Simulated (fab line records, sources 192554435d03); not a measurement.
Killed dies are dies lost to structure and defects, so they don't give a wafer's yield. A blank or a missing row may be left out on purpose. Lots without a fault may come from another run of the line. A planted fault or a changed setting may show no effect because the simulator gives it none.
A struck lot beside a sound one | flow n5_finfet | 15 steps out of a route of 1938
Sound: wafers L716.3, L716.4, L716.5. Struck: wafer L726.3. (L726.2, L726.4 of the same lot were not struck and are left out.) The cause comes at the end.
At each step with rows: each side's tool, then ch and its chambers, then its first start. Under that, the readings that differ: sound wafers | struck wafers | difference of the means | sigmas: that difference in standard deviations of wafers without a fault.
alike: readings whose means differ by less than 2 such deviations, and words and numbers that are the same on both sides. not compared: withheld readings, readings that some wafer has no value for, bounds like >300 that may hide the same value, and numbers for which the record gives no deviation and whose values overlap.
The two part at a step that has a row with sigmas, a row that says differs or no value, or rows on one side only. Numbers that don't overlap but have no deviation are shown without sigmas and don't part them. A reading that every wafer of one side lacks parts them only if that side has two wafers or more.

first, 7 steps without rows for these wafers: N5_MIM_TOP_LITHO_COAT_02; N5_MIM_TOP_LITHO_EBR_04; N5_MIM_TOP_LITHO_SOFTBAKE_03 (time 90 s); N5_MIM_TOP_LITHO_EXPOSE_05 (exposes mask MIM TOP, target cd 2000 nm); N5_MIM_TOP_LITHO_PEB_06; N5_MIM_TOP_LITHO_DEVELOP_07 (develop time 60 s); N5_MIM_TOP_LITHO_HARDBAKE_09 (time 120 s).
N5_MIM_TOP_LITHO_CD_MEAS_08: target cd 2000 nm.
  sound on cd_sem-01 ch 0, day 13 04:13; struck on cd_sem-03 ch 0, day 15 23:46
  reading    | sound                | struck | difference | sigmas
  cd_nm (nm) | 2000.0 1994.1 1997.5 | 2002.7 | +5.5       | +2
N5_MIM_TOP_LITHO_OVL_MEAS_11:
  sound on overlay-01 ch 0, day 13 04:15; struck on overlay-02 ch 0, day 15 23:48
  alike: MIM_TOP_OVL
N5_MIM_TOP_LITHO_INSPECT_12: inspects for defects (macro).
  sound on defect_inspect-01, day 13 04:16; struck on defect_inspect-01, day 15 23:50
  alike: raw_defect_count
N5_MIM_TOP_LITHO_DESCUM_10: chemistry O2, time 7.9 s.
  sound on rie_diel-01 ch 0,1, day 13 04:47; struck on rie_diel-06 ch 0, day 15 23:52
  alike: drypump_motor_current_A, oes_product_au, rf_vpp_V, showerhead_plenum_p_Torr, throttle_valve_pct
  not compared: rf_hours_counter_h
N5_MIM_TOP_ETCH_ETCH_00: etches TiN in Cl2/BCl3, target depth 38.5 nm.
  sound on rie_metal-01 ch 0,1, day 13 04:55; struck on rie_metal-03 ch 1, day 15 23:57
  reading                     | sound       | struck | difference | sigmas
  drypump_motor_current_A (A) | 5.2 5.9 5.8 | 4.9    | -0.7       | -2
  alike: mfc_cl2_sccm, oes_product_au, throttle_valve_pct
  not compared: rf_hours_counter_h
N5_MIM_TOP_ETCH_STRIP_01: strips in O2.
  sound on rie_diel-03 ch 0,1,3, day 13 05:01; struck on rie_diel-02 ch 3, day 16 00:10
  reading    | sound             | struck | difference | sigmas
  temp_c (C) | 59.95 60.06 60.08 | 61.30  | +1.27      | +10
  alike: drypump_motor_current_A, oes_product_au, rf_vpp_V, showerhead_plenum_p_Torr, throttle_valve_pct
  not compared: rf_hours_counter_h
N5_MIM_TOP_ETCH_PECVD_03: deposits SiNx from SiH4/NH3/N2, target thk 20 nm, time 17.6 s.
  sound on pecvd-02 ch 1,2, day 13 05:07; struck on pecvd-04 ch 1, day 16 00:14
  alike: heater_power_w, showerhead_plenum_p_Torr, susceptor_temp_C, throttle_valve_pct
N5_PASSIVATION_PROBE_49:
  sound on prober-01, day 13 16:05; struck on prober-02, day 16 12:40
  alike: defect_limited_yield, killed_at_M0_to_M3, killed_at_M4_up, killed_at_contacts, killed_at_front_end, killed_at_other, killed_dies, killed_open, killed_short, sort_bin_5_function, sort_bin_6_memory, sort_n_pass, sort_yield_pct

WHERE THEY PART
First at N5_MIM_TOP_LITHO_CD_MEAS_08; last, within this record, at N5_MIM_TOP_ETCH_STRIP_01. Later steps at which nothing parts them and some readings are alike: N5_MIM_TOP_ETCH_PECVD_03, N5_PASSIVATION_PROBE_49.

WHY: what the simulator had put in
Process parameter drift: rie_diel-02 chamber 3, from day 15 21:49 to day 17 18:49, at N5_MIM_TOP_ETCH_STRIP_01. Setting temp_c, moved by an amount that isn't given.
